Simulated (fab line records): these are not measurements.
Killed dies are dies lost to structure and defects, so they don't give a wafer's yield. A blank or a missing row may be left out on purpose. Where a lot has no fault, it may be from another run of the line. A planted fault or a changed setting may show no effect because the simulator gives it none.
Chamber matching -- flow n5Finfet -- N5_BEOL_M0_SAQP_ETCH_88 on rieDiel-02: 4 sister chambers
The step etches underlayer in N2/H2, target depth 6.5 nm, time 5.2 s. 4 wafers are shown with their chamber, then 9 later ones without.

WAFERS, EACH WITH ITS CHAMBER
wafer,chamber,showerheadPlenumPTorr (Torr)
L089.1,1,2.50
L093.1,2,2.46
L093.5,3,2.60
L093.6,0,2.66

WAFERS WITH NO CHAMBER GIVEN
wafer,showerheadPlenumPTorr (Torr)
L094.1,2.65
L094.3,2.60
L094.4,2.60
L095.2,2.46
L095.4,2.60
L095.5,2.50
L097.3,2.60
L097.4,2.49
L097.6,2.50

CHAMBER TAKEN BY EACH
wafer,from the rows above,in truth
L094.1,0,0
L094.3,3,3
L094.4,3,3
L095.2,2,2
L095.4,3,3
L095.5,1,1
L097.3,3,3
L097.4,1,1
L097.6,1,1
Correctly placed: 9 of 9. From these rows, 0 cannot be placed. Number placed wrongly: 0.
How it was worked out, from the rows above alone: a wafer's distance from a chamber is the root of the sum, over the readings, of the square of ((its reading less the chamber's mean) divided by the reading's scatter). If the next closest chamber is less than 2 further off than the closest, the wafer can't be placed; otherwise it belongs to the closest. The mean given for a chamber averages the wafers shown for that chamber. The scatter: root of mean squared gap, hidden wafer to nearest shown wafer, with one shown wafer a chamber.
